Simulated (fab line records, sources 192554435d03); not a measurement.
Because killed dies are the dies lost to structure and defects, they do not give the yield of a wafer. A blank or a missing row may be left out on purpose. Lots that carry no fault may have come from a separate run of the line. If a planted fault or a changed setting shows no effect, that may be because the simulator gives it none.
fab line records -- flow n5Finfet
record: lots: 7, wafers: 21
route steps=1938 shown STI_FIN_REVEAL@198 SD_EPI_N@269 ILD0@344 HKMG_FIN@402 GATE_CUT@500 MOL_CONTACT_COAG@596 BEOL_M0_SAQP@637
startH: the number of hours between the record's first day and the start of the first shown wafer of the lot -- waitH: hours elapsed since this lot's preceding step -- " repeats the value in the row above -- L1.1+2: a row that stands for several wafers -- - either no value or no given start -- * or withheld: withheld -- < > ~ a bound
route shown NAME@n: a module of which the file shows steps, and the number in the route of the first -- usual: the fault-free wafers' mean and standard deviation -- same: alike in all rows -- chamber/n: place in a boat -- sites: each site's reading -- _std_site: the values' standard deviation -- _edge_site: inner sites' mean taken away from outer sites' mean -- radiusMm: for every site, how far away it sits from the centre of the wafer -- mask NAME#n: copy n -- behind: the last tool/chamber to shape the wafer -- hold: why the lot went on hold/how many hours it stayed there/how the hold came to an end -- device: names the non-switching transistor (n, p or np) -- end of line: the route-end tests of the same wafers -- step lacking rows: just its recipe -- killed: count of dies lost to structure and defects at first sort (not the wafer's yield) -- map: a wafer's dies, x killed, . not, _ none there
set.NAME: the run value of the setting; set.NAME@STEP: its run value at that earlier step -- model.NAME: the simulator's own value behind a step, which no gauge read
lots whose settings were changed on purpose; a table a step, a row a wafer
== steps ==
step: N5_STI_FIN_REVEAL_PRECLEAN_17
recipe: chemistry: NF3:NH3, afsCycles: 1, tempC: 30, timeS: 20, sublimationTempC: 180, sublimationTimeS: 60, pressureTorr: 3, rfPowerW: 30
lot.wafer,tool,chamber,startH,waitH,set.timeS
L074.3+5+6,remotePlasma-01,0,36.46,0.1,22.83
L076.2+5,remotePlasma-01,0,47.99,0.1,20
L076.4,remotePlasma-01,0,47.99,0.1,17.04
L087.1+5,remotePlasma-01,1,116.24,0.0,22.86
L087.6,remotePlasma-01,1,116.24,0.0,20
L088.1+3+6,remotePlasma-01,0,120.19,0.0,20
L090.3+4+6,remotePlasma-01,0,132.88,0.1,20
L091.2,remotePlasma-02,0,138.74,0.1,20
L091.3+5,remotePlasma-02,0,138.74,0.1,22.54
L092.3+5,remotePlasma-01,0,144.75,0.1,15.53
L092.6,remotePlasma-01,0,144.75,0.1,20
step: N5_STI_FIN_REVEAL_ETCH_34
recipe: chemistry: H2, mode: isotropic, material: Si, target: Si, targetDepthA: 9.7, tempC: 20, pressureMtorr: 4.5, icpW: 300, biasW: 0, h2FlowSccm: 7.5, heFlowSccm: 142.5
step: N5_STI_FIN_REVEAL_OXIDATION_31
recipe: chemistry: O2_PLASMA_REMOTE, tempC: 150, timeS: 20, pressureMtorr: 1000, sourcePowerW: 2000, o2FlowSccm: 3000
step: N5_STI_FIN_REVEAL_SRD_23
recipe: dry: ipaMarangoni, timeS: 30, tempC: 23, rinseLiquid: diw
step: N5_STI_FIN_REVEAL_FIN_H_MEAS_10
usual: trenchDepthNm: 52.0/0.8
lot.wafer,tool,chamber,startH,waitH,set.timeS@STI_FIN_REVEAL_ETCHBACK_08,trenchDepthNm
L074.3,ocd-02,-,37.21,0.0,10.167,51.9
L074.5,ocd-02,-,37.21,0.0,10.167,52.2
L074.6,ocd-02,-,37.21,0.0,11.81,56.3
L076.2,ocd-01,-,48.77,0.0,10.167,51.9
L076.4,ocd-01,-,48.77,0.0,10.167,51.8
L076.5,ocd-01,-,48.77,0.0,10.167,51.3
L087.1,ocd-01,-,117.12,0.0,10.167,54.0
L087.5,ocd-01,-,117.12,0.0,12.37,58.9
L087.6,ocd-01,-,117.12,0.0,10.167,53.3
L088.1,ocd-02,-,121.01,0.0,10.167,51.8
L088.3,ocd-02,-,121.01,0.0,10.167,51.3
L088.6,ocd-02,-,121.01,0.0,10.167,51.6
L090.3,ocd-02,-,133.63,0.0,10.167,51.6
L090.4,ocd-02,-,133.63,0.0,12.28,58.2
L090.6,ocd-02,-,133.63,0.0,10.167,51.9
L091.2,ocd-01,-,139.54,0.0,10.167,53.0
L091.3,ocd-01,-,139.54,0.0,10.167,52.9
L091.5,ocd-01,-,139.54,0.0,10.167,53.8
L092.3,ocd-02,-,145.51,0.0,10.167,51.5
L092.5,ocd-02,-,145.51,0.0,10.167,51.8
L092.6,ocd-02,-,145.51,0.0,10.167,52.1
step: N5_SD_EPI_N_DEVELOP_08
recipe: developTimeS: 30, developer: TMAH, resist: CAR-ArF-block, devTempC: 23, rinseLiquid: diw, dry: airSpin
lot.wafer,tool,chamber,startH,waitH,set.developTimeS
L074.3+5+6,lithoTrack-03,0,-,-,30
L076.2,lithoTrack-04,0,-,-,30
L076.4+5,lithoTrack-04,0,-,-,24.82
L087.1+5+6,lithoTrack-03,0,-,-,30
L088.1+3+6,lithoTrack-03,0,-,-,30
L090.3+4+6,lithoTrack-01,0,-,-,30
L091.2+3,lithoTrack-01,0,-,-,30
L091.5,lithoTrack-01,0,-,-,35.97
L092.3+6,lithoTrack-03,0,-,-,36.32
L092.5,lithoTrack-03,0,-,-,30
step: N5_SD_EPI_N_DESCUM_14
recipe: chemistry: O2, timeS: 7.9, sourcePowerW: 50, biasPowerW: 20, pressureMtorr: 20, rfFrequencyHz: 2.712e+07, tempC: 40, resist: CAR-ArF-block, o2FlowSccm: 225
lot.wafer,tool,chamber,startH,waitH,set.developTimeS@SD_EPI_N_DEVELOP_08,model.SD_EPI_N.cdNm
L074.3+5+6,rieDiel-03,"1,3,1",48.56,0.1,30,119.8
L076.2,rieDiel-03,3,59.86,0.0,30,120.6
L076.4,rieDiel-03,3,59.86,0.0,24.82,119.2
L076.5,rieDiel-03,1,59.86,0.0,24.82,119
L087.1,rieDiel-04,2,128.47,0.3,30,120.6
L087.5,rieDiel-04,1,128.47,0.3,30,121
L087.6,rieDiel-04,0,128.47,0.3,30,120.4
L088.1,rieDiel-03,0,131.91,0.1,30,120.4
L088.3+6,rieDiel-03,"1,0",131.91,0.1,30,119.8
L090.3,rieDiel-03,0,144.65,0.0,30,119.8
L090.4,rieDiel-03,2,144.65,0.0,30,120.2
L090.6,rieDiel-03,3,144.65,0.0,30,120
L091.2,rieDiel-04,2,150.57,0.0,30,119.4
L091.3,rieDiel-04,3,150.57,0.0,30,119.8
L091.5,rieDiel-04,0,150.57,0.0,35.97,120.8
L092.3,rieDiel-04,0,156.66,0.0,36.32,121.2
L092.5,rieDiel-04,3,156.66,0.0,30,-
L092.6,rieDiel-04,0,156.66,0.0,36.32,121.6
step: N5_SD_EPI_N_ETCH_45
recipe: chemistry: CH3F/O2, target: SiOCN, targetDepthA: 60, maskMaterial: SOC, ionEnergyEv: 60, biasW: 29, pressureMtorr: 15, sourceW: 410, Ar_flow_sccm: 150, CH3F_flow_sccm: 30, O2_flow_sccm: 20
lot.wafer,tool,chamber,startH,waitH,set.targetDepthA,model.etch.depthNm
L074.3,rieDiel-03,1,49.08,0.1,60,5.794
L074.5,rieDiel-03,3,49.08,0.1,60,5.944
L074.6,rieDiel-03,1,49.08,0.1,60,5.818
L076.2,rieDiel-03,3,60.38,0.1,65.74,6.482
L076.4,rieDiel-03,3,60.38,0.1,65.74,6.556
L076.5,rieDiel-03,1,60.38,0.1,60,5.838
L087.1,rieDiel-04,2,128.98,0.1,60,6.016
L087.5,rieDiel-04,1,128.98,0.1,60,5.869
L087.6,rieDiel-04,0,128.98,0.1,60,6.029
L088.1,rieDiel-03,0,132.43,0.1,60,5.982
L088.3,rieDiel-03,1,132.43,0.1,60,5.767
L088.6,rieDiel-03,0,132.43,0.1,60,5.945
L090.3,rieDiel-03,0,145.17,0.1,55.25,5.509
L090.4,rieDiel-03,2,145.17,0.1,60,5.996
L090.6,rieDiel-03,3,145.17,0.1,55.25,5.462
L091.2,rieDiel-04,2,151.09,0.1,60,6.068
L091.3,rieDiel-04,3,151.09,0.1,60,6.187
L091.5,rieDiel-04,0,151.09,0.1,60,6.077
L092.3,rieDiel-04,0,157.17,0.1,60,6.019
L092.5,rieDiel-04,3,157.17,0.1,57.75,5.938
L092.6,rieDiel-04,0,157.17,0.1,60,6.08
step: N5_ILD0_CMP_12
recipe: stopOn: poly-Si, material: SiNx, tOverpolishS: 6, postCmpClean: alkalineBrush, downForcePsi: 2.5, platenRpm: 51.8, padVelocityMS: 1.0307, targetThkNm: 17.67
usual: timeToEndpointS: 29.4/2.1
lot.wafer,tool,chamber,startH,waitH,set.downForcePsi,timeToEndpointS
L074.3,cmp-02,3,63.58,1.2,2.5,29.7
L074.5,cmp-02,0,63.58,1.2,2.5,31.2
L074.6,cmp-02,1,63.58,1.2,2.5,32.7
L076.2,cmp-03,2,75.70,1.2,2.02,33.6
L076.4,cmp-03,0,75.70,1.2,2.5,27.8
L076.5,cmp-03,2,75.70,1.2,2.5,23.5
L087.1,cmp-03,1,143.37,1.1,2.5,32.6
L087.5,cmp-03,1,143.37,1.1,2.021,38.8
L087.6,cmp-03,2,143.37,1.1,2.5,30.9
L088.3,cmp-02,3,148.33,1.2,2.5,29.9
L088.1,cmp-02,1,148.33,1.2,2.5,31.4
L088.6,cmp-02,2,148.33,1.2,2.5,29.3
L090.4,cmp-01,1,160.05,1.2,2.5,31.2
L090.3,cmp-01,2,160.05,1.2,2.5,28.3
L090.6,cmp-01,0,160.05,1.2,2.5,29.9
L091.3,cmp-03,3,166.25,1.1,2.5,30.7
L091.2,cmp-03,1,166.25,1.1,2.654,25.8
L091.5,cmp-03,3,166.25,1.1,2.654,25.7
L092.3,cmp-03,0,172.53,1.1,2.301,31.2
L092.6,cmp-03,0,172.53,1.1,2.5,30.1
L092.5,cmp-03,1,172.53,1.1,2.5,26.8
step: N5_HKMG_FIN_ETCH_54
recipe: chemistry: CF4, target: SiARC, targetDepthA: 455, maskMaterial: CAR-ArF, timeS: 75.8, ionEnergyEv: 80, pressureMtorr: 40, sourceW: 545, biasW: 36, Ar_flow_sccm: 100, cf4FlowSccm: 100, ends: cleared
usual: rfVppV: 184.4/1.3
lot.wafer,tool,chamber,startH,waitH,set.biasW,rfVppV
L074.3,rieDiel-04,0,70.12,0.0,36,185.8
L074.5,rieDiel-04,2,70.12,0.0,36,184.5
L074.6,rieDiel-04,1,70.12,0.0,36,182.8
L076.2,rieDiel-04,0,82.40,0.0,36,186.9
L076.4,rieDiel-04,3,82.40,0.0,36,183.9
L076.5,rieDiel-04,0,82.40,0.0,36,185.7
L087.1,rieDiel-03,1,150.65,0.0,33.19,174.8
L087.5,rieDiel-03,0,150.65,0.0,36,184.0
L087.6,rieDiel-03,1,150.65,0.0,36,183.8
L088.1,rieDiel-06,2,154.75,0.0,36,183.3
L088.3,rieDiel-06,3,154.75,0.0,36,184.6
L088.6,rieDiel-06,2,154.75,0.0,36,182.2
L090.3,rieDiel-06,3,166.66,0.0,34.01,178.3
L090.4,rieDiel-06,1,166.66,0.0,34.01,175.4
L090.6,rieDiel-06,1,166.66,0.0,36,182.9
L091.2,rieDiel-03,1,173.35,0.0,33.33,174.7
L091.3,rieDiel-03,2,173.35,0.0,33.33,176.8
L091.5,rieDiel-03,2,173.35,0.0,36,186.3
L092.3,rieDiel-06,3,178.76,0.0,36,185.0
L092.5,rieDiel-06,3,178.76,0.0,36,185.1
L092.6,rieDiel-06,2,178.76,0.0,29.85,162.4
step: N5_HKMG_FIN_PEB_10
recipe: pebTempC: withheld, pebTimeS: 60, resist: CAR-ArF
lot.wafer,tool,chamber,startH,waitH,set.pebTimeS
L074.3,lithoTrack-03,0,73.53,0.0,60
L074.5+6,lithoTrack-03,0,73.53,0.0,48.82
L076.2+5,lithoTrack-02,0,85.46,0.0,54.8
L076.4,lithoTrack-02,0,85.46,0.0,60
L087.1+6,lithoTrack-04,0,154.03,0.1,60
L087.5,lithoTrack-04,0,154.03,0.1,50.09
L088.1+3+6,lithoTrack-04,0,157.84,0.1,60
L090.3+4,lithoTrack-02,0,169.85,0.0,69.4
L090.6,lithoTrack-02,0,169.85,0.0,60
L091.2+3,lithoTrack-03,0,176.45,0.0,60
L091.5,lithoTrack-03,0,176.45,0.0,66.77
L092.3+5,lithoTrack-03,0,181.97,0.0,60
L092.6,lithoTrack-03,0,181.97,0.0,49.68
step: N5_HKMG_FIN_DEVELOP_11
recipe: developTimeS: 30, developer: TMAH, resist: CAR-ArF, devTempC: 23, rinseLiquid: diw, dry: airSpin
step: N5_HKMG_FIN_CD_MEAS_12
recipe: targetCdNm: 92.8, landingEnergyEv: 500, detector: seInlens
usual: cdNm: 92.7/0.51
lot.wafer,tool,chamber,startH,waitH,set.pebTimeS@HKMG_FIN_PEB_10,cdNm
L074.3,cdSem-01,0,73.60,-,60,92.3
L074.5,cdSem-01,0,73.60,-,48.82,85.7
L074.6,cdSem-01,0,73.60,-,48.82,82.8
L076.2,cdSem-01,0,85.53,-,54.8,88.4
L076.4,cdSem-01,0,85.53,-,60,91.4
L076.5,cdSem-01,0,85.53,-,54.8,89.2
L087.1,cdSem-02,0,154.10,-,60,90.8
L087.5,cdSem-02,0,154.10,-,50.09,85.2
L087.6,cdSem-02,0,154.10,-,60,90.7
L088.1,cdSem-01,0,157.91,-,60,92.9
L088.3,cdSem-01,0,157.91,-,60,92.8
L088.6,cdSem-01,0,157.91,-,60,91.8
L090.3,cdSem-01,0,169.92,-,69.4,98.0
L090.4,cdSem-01,0,169.92,-,69.4,96.7
L090.6,cdSem-01,0,169.92,-,60,93.7
L091.2,cdSem-01,0,176.52,-,60,93.2
L091.3,cdSem-01,0,176.52,-,60,92.8
L091.5,cdSem-01,0,176.52,-,66.77,96.5
L092.3,cdSem-01,0,182.04,-,60,91.8
L092.5,cdSem-01,0,182.04,-,60,92.7
L092.6,cdSem-01,0,182.04,-,49.68,86.0
step: N5_GATE_CUT_CUT_ETCH_53
recipe: chemistry: SF6/Cl2, target: W, maskMaterial: SiO2, targetDepthA: 792, pressureMtorr: 8, icpW: 900, biasW: 80, SF6_flow_sccm: 40, Cl2_flow_sccm: 60, ends: cleared
usual: etchRfOnTimeS: 26.4/0.34
lot.wafer,tool,chamber,startH,waitH,set.icpW,etchRfOnTimeS
L074.3,rieMetal-02,1,82.17,0.1,1001,24.4
L074.5,rieMetal-02,1,82.17,0.1,900,26.7
L074.6,rieMetal-02,0,82.17,0.1,1001,23.8
L076.2,rieMetal-01,0,94.20,0.1,900,27.2
L076.4,rieMetal-01,0,94.20,0.1,900,27.0
L076.5,rieMetal-01,0,94.20,0.1,900,26.9
L087.1,rieMetal-02,0,163.64,0.1,900,26.4
L087.5,rieMetal-02,1,163.64,0.1,900,26.5
L087.6,rieMetal-02,0,163.64,0.1,900,26.3
L088.1,rieMetal-02,0,166.57,0.1,900,26.5
L088.3,rieMetal-02,1,166.57,0.1,900,26.2
L088.6,rieMetal-02,1,166.57,0.1,900,26.4
L090.3,rieMetal-03,0,179.50,0.1,842.2,27.8
L090.4,rieMetal-03,0,179.50,0.1,900,25.9
L090.6,rieMetal-03,0,179.50,0.1,900,26.2
L091.2,rieMetal-02,0,185.51,0.1,900,26.2
L091.3,rieMetal-02,0,185.51,0.1,900,26.0
L091.5,rieMetal-02,1,185.51,0.1,900,26.4
L092.3,rieMetal-02,0,191.82,0.1,967.5,24.7
L092.5,rieMetal-02,0,191.82,0.1,900,26.4
L092.6,rieMetal-02,1,191.82,0.1,900,26.2
step: N5_MOL_CONTACT_COAG_COAT_34
recipe: resist: CAR-EUV, spinRpm: 1500, resistThkNm: 40
lot.wafer,tool,chamber,startH,waitH,set.spinRpm,model.CAR-EUV_of_MOL_CONTACT_COAG_COAT_34.thkNm
L074.3,lithoTrack-03,0,-,-,1342,42.2
L074.5,lithoTrack-03,0,-,-,1500,39.8
L074.6,lithoTrack-03,0,-,-,1500,40
L076.2+5,lithoTrack-01,0,-,-,1500,40
L076.4,lithoTrack-01,0,-,-,1500,39.8
L087.1+6,lithoTrack-03,0,-,-,1500,40.2
L087.5,lithoTrack-03,0,-,-,1618,38.6
L088.1+3+6,lithoTrack-03,0,-,-,1500,40.2
L090.3,lithoTrack-04,0,-,-,1445,41
L090.4,lithoTrack-04,0,-,-,1445,40.8
L090.6,lithoTrack-04,0,-,-,1500,40
L091.2+3+5,lithoTrack-04,0,-,-,1500,40
L092.3,lithoTrack-03,0,-,-,1600,38.6
L092.5,lithoTrack-03,0,-,-,1600,38.8
L092.6,lithoTrack-03,0,-,-,1500,40.2
step: N5_MOL_CONTACT_COAG_EBR_36
recipe: solvent: PGMEA, ebrWidthMm: 1.5
step: N5_MOL_CONTACT_COAG_SOFTBAKE_35
recipe: tempC: 110, timeS: 60, resist: CAR-EUV
step: N5_MOL_CONTACT_COAG_EXPOSE_37
recipe: maskId: VD, na: 0.33, sourceShape: annular, sigmaInner: 0.3, sigmaOuter: 0.7, polarization: unpolarized, defocusNm: 0, doseMj: 62
step: N5_MOL_CONTACT_COAG_PEB_38
recipe: pebTempC: 100, pebTimeS: 60, resist: CAR-EUV
step: N5_MOL_CONTACT_COAG_DEVELOP_39
recipe: developTimeS: 30, developer: TMAH, resist: CAR-EUV, rinseLiquid: surfactantRinse, dry: airSpin, devTempC: 23
lot.wafer,tool,chamber,startH,waitH,set.spinRpm@MOL_CONTACT_COAG_COAT_34,model.CAR-EUV_of_MOL_CONTACT_COAG_COAT_34.thkNm
L074.3,lithoTrack-04,0,-,-,1342,41.8
L074.5,lithoTrack-04,0,-,-,1500,39.4
L074.6,lithoTrack-04,0,-,-,1500,39.6
L076.2+4+5,lithoTrack-01,0,-,-,1500,39.4
L087.1,lithoTrack-01,0,-,-,1500,39.6
L087.5,lithoTrack-01,0,-,-,1618,38.2
L087.6,lithoTrack-01,0,-,-,1500,39.8
L088.1+6,lithoTrack-03,0,-,-,1500,39.8
L088.3,lithoTrack-03,0,-,-,1500,39.6
L090.3+4,lithoTrack-04,0,-,-,1445,40.4
L090.6,lithoTrack-04,0,-,-,1500,39.6
L091.2+3+5,lithoTrack-04,0,-,-,1500,39.6
L092.3+5,lithoTrack-01,0,-,-,1600,38.2
L092.6,lithoTrack-01,0,-,-,1500,39.6
step: N5_BEOL_M0_SAQP_PECVD_97
recipe: material: SiNx, targetThkA: 230, tempC: 350, precursor: SiH4/NH3/N2, pressureTorr: 1.5, rfW: 300, timeS: 19.9
lot.wafer,tool,chamber,startH,waitH,set.timeS,model.SiNx_of_BEOL_M0_SAQP_PECVD_97.thkNm
L074.3,pecvd-03,2,107.63,0.0,22.63,26.2
L074.5,pecvd-03,1,107.63,0.0,22.63,26
L074.6,pecvd-03,2,107.63,0.0,19.9,22.8
L076.2,pecvd-02,1,115.62,0.0,19.9,22.8
L076.4,pecvd-02,2,115.62,0.0,18.16,21
L076.5,pecvd-02,0,115.62,0.0,18.16,20.8
L087.1+6,pecvd-04,0,186.84,0.0,22.15,25.8
L087.5,pecvd-04,2,186.84,0.0,22.15,26
L088.1+3,pecvd-04,"2,0",190.35,0.0,19.9,23
L088.6,pecvd-04,2,190.35,0.0,19.9,23.4
L090.3,pecvd-02,2,202.14,0.0,19.9,22.6
L090.4,pecvd-02,0,202.14,0.0,17.77,20.6
L090.6,pecvd-02,1,202.14,0.0,19.9,22.8
L091.2,pecvd-03,1,206.04,0.0,19.9,22.6
L091.3,pecvd-03,1,206.04,0.0,22.62,26
L091.5,pecvd-03,1,206.04,0.0,19.9,22.8
L092.3+5,pecvd-02,"2,1",213.21,0.0,19.9,23.2
L092.6,pecvd-02,0,213.21,0.0,19.9,23.6
step: N5_BEOL_M0_SAQP_EXPOSE_11
recipe: maskId: M0_CORE, na: 1.35, sourceShape: dipole, sigmaInner: 0.538, sigmaOuter: 0.738, polarization: te, targetCdNm: 42, doseMj: 55
lot.wafer,tool,chamber,startH,waitH,mask,set.doseMj
L074.3+5+6,arfiScanner-01,0,108.14,-,M0_CORE#0,50.89
L076.2,arfiScanner-02,0,116.11,-,M0_CORE#0,51.28
L076.4+5,arfiScanner-02,0,116.11,-,M0_CORE#0,55
L087.1,arfiScanner-01,0,187.33,-,M0_CORE#0,55
L087.5+6,arfiScanner-01,0,187.33,-,M0_CORE#0,58.42
L088.1+3+6,arfiScanner-03,0,190.84,-,M0_CORE#0,55
L090.3+4+6,arfiScanner-02,0,202.65,-,M0_CORE#0,55
L091.2+3+5,arfiScanner-01,0,206.61,-,M0_CORE#0,55
L092.3,arfiScanner-01,0,213.60,-,M0_CORE#0,55
L092.5+6,arfiScanner-01,0,213.60,-,M0_CORE#0,53.28
step: N5_BEOL_M0_SAQP_PEB_12
recipe: pebTempC: withheld, pebTimeS: 60, resist: CAR-ArF
step: N5_BEOL_M0_SAQP_DEVELOP_13
recipe: developTimeS: 30, developer: TMAH, resist: CAR-ArF, devTempC: 23, rinseLiquid: diw, dry: airSpin
step: N5_BEOL_M0_SAQP_CD_MEAS_14
recipe: targetCdNm: 42.5, landingEnergyEv: 500, detector: seInlens
usual: cdNm: 42.5/0.31
lot.wafer,tool,chamber,startH,waitH,set.doseMj@BEOL_M0_SAQP_EXPOSE_11,cdNm
L074.3,cdSem-03,0,108.26,-,50.89,45.3
L074.5,cdSem-03,0,108.26,-,50.89,45.0
L074.6,cdSem-03,0,108.26,-,50.89,45.2
L076.2,cdSem-02,0,116.23,-,51.28,44.9
L076.4,cdSem-02,0,116.23,-,55,43.2
L076.5,cdSem-02,0,116.23,-,55,42.7
L087.1,cdSem-03,0,187.46,-,55,42.1
L087.5,cdSem-03,0,187.46,-,58.42,40.8
L087.6,cdSem-03,0,187.46,-,58.42,40.6
L088.1,cdSem-01,0,190.97,-,55,42.8
L088.3,cdSem-01,0,190.97,-,55,42.8
L088.6,cdSem-01,0,190.97,-,55,42.4
L090.3,cdSem-02,0,202.76,-,55,42.4
L090.4,cdSem-02,0,202.76,-,55,42.3
L090.6,cdSem-02,0,202.76,-,55,42.3
L091.2,cdSem-01,0,206.73,-,55,42.3
L091.3,cdSem-01,0,206.73,-,55,43.0
L091.5,cdSem-01,0,206.73,-,55,43.4
L092.3,cdSem-02,0,213.72,-,55,42.2
L092.5,cdSem-02,0,213.72,-,53.28,43.6
L092.6,cdSem-02,0,213.72,-,53.28,43.7
step: N5_BEOL_M0_SAQP_HM_OPEN_112
recipe: chemistry: CHF3/O2, target: SiO2, stopOn: a-Si, targetDepthA: 120, overEtchFrac: 1.25, maskMaterial: SOC, timeS: 13.5, pressureMtorr: 30, sourceW: 650, biasW: 170, Ar_flow_sccm: 200, CHF3_flow_sccm: 50, O2_flow_sccm: 5, ionEnergyEv: 200, ends: endPoint
step: N5_BEOL_M0_SAQP_STRIP_113
recipe: chemistry: CHF3/O2, resist: SiARC, rfFrequencyHz: 6e+07
step: N5_BEOL_M0_SAQP_MANDREL_ETCH_20
recipe: targetDepthA: 600, chemistry: HBr/Cl2, target: a-Si, stopOn: SiNx, btTimeS: 10, maskMaterial: SOC, overEtchFrac: 0.5, timeS: 30, pressureMtorr: 10, icpW: 800, biasW: 75, HBr_flow_sccm: 150, Cl2_flow_sccm: 80, ends: endPoint
lot.wafer,tool,chamber,startH,waitH,set.timeS@BEOL_M0_SAQP_PECVD_97,model.SiNx_of_BEOL_M0_SAQP_PECVD_97.thkNm
L074.3,rieSi-03,1,108.62,0.0,22.63,21.2
L074.5,rieSi-03,0,108.62,0.0,22.63,21.4
L074.6,rieSi-03,3,108.62,0.0,19.9,18.2
L076.2,rieSi-03,0,116.60,0.0,19.9,18
L076.4,rieSi-03,3,116.60,0.0,18.16,16.4
L076.5,rieSi-03,1,116.60,0.0,18.16,16
L087.1+6,rieSi-03,3,187.84,0.0,22.15,21
L087.5,rieSi-03,1,187.84,0.0,22.15,21.2
L088.1,rieSi-01,1,191.60,0.0,19.9,18.4
L088.3,rieSi-01,0,191.60,0.0,19.9,18.2
L088.6,rieSi-01,1,191.60,0.0,19.9,18.8
L090.3,rieSi-04,1,203.12,0.0,19.9,17.8
L090.4,rieSi-04,3,203.12,0.0,17.77,16
L090.6,rieSi-04,0,203.12,0.0,19.9,18
L091.2,rieSi-04,1,207.27,0.0,19.9,17.8
L091.3,rieSi-04,0,207.27,0.0,22.62,21.2
L091.5,rieSi-04,3,207.27,0.0,19.9,18
L092.3+5,rieSi-03,"0,1",214.08,0.0,19.9,18.4
L092.6,rieSi-03,2,214.08,0.0,19.9,18.8
== key ==
split: step: N5_STI_FIN_REVEAL_PRECLEAN_17, setting: timeS, stated: 20, by: wafer
response none clear
split: step: N5_SD_EPI_N_DEVELOP_08, setting: developTimeS, stated: 30, by: wafer
response: step: N5_SD_EPI_N_DESCUM_14, reading: model.SD_EPI_N.cdNm, change: +0.0717, per: 1%, r: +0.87
split: step: N5_SD_EPI_N_ETCH_45, setting: targetDepthA, stated: 60, by: wafer
response: step: N5_SD_EPI_N_ETCH_45, reading: model.etch.depthNm, change: +0.0653, per: 1%, r: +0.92
split: step: N5_ILD0_CMP_12, setting: downForcePsi, stated: 2.5, by: wafer
response: step: N5_ILD0_CMP_12, reading: timeToEndpointS, change: *, per: 1%, r: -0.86
split: step: N5_HKMG_FIN_ETCH_54, setting: biasW, stated: 36, by: wafer
response: step: N5_HKMG_FIN_ETCH_54, reading: rfVppV, change: +1.3, per: 1%, r: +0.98
split: step: N5_HKMG_FIN_PEB_10, setting: pebTimeS, stated: 60, by: wafer
response: step: N5_HKMG_FIN_CD_MEAS_12, reading: cdNm, change: +0.343, per: 1%, r: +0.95
split: step: N5_GATE_CUT_CUT_ETCH_53, setting: icpW, stated: 900, by: wafer
response: step: N5_GATE_CUT_CUT_ETCH_53, reading: etchRfOnTimeS, change: *, per: 1%, r: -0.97
split: step: N5_MOL_CONTACT_COAG_COAT_34, setting: spinRpm, stated: 1500, by: wafer
response: step: N5_MOL_CONTACT_COAG_COAT_34, reading: model.CAR-EUV_of_MOL_CONTACT_COAG_COAT_34.thkNm, change: -0.217, per: 1%, r: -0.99
response: step: N5_MOL_CONTACT_COAG_DEVELOP_39, reading: model.CAR-EUV_of_MOL_CONTACT_COAG_COAT_34.thkNm, change: -0.209, per: 1%, r: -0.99
split: step: N5_BEOL_M0_SAQP_PECVD_97, setting: timeS, stated: 19.9, by: wafer
response: step: N5_BEOL_M0_SAQP_PECVD_97, reading: model.SiNx_of_BEOL_M0_SAQP_PECVD_97.thkNm, change: +0.229, per: 1%, r: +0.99
response: step: N5_BEOL_M0_SAQP_MANDREL_ETCH_20, reading: model.SiNx_of_BEOL_M0_SAQP_PECVD_97.thkNm, change: +0.219, per: 1%, r: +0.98
split: step: N5_BEOL_M0_SAQP_EXPOSE_11, setting: doseMj, stated: 55, by: wafer
response: step: N5_BEOL_M0_SAQP_CD_MEAS_14, reading: cdNm, change: -0.278, per: 1%, r: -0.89
split outsideThisFile step=N5_STI_FIN_REVEAL_ETCHBACK_08 setting=timeS
split outsideThisFile: this setting was split too, and the file shows its column; the key of that split is in another file
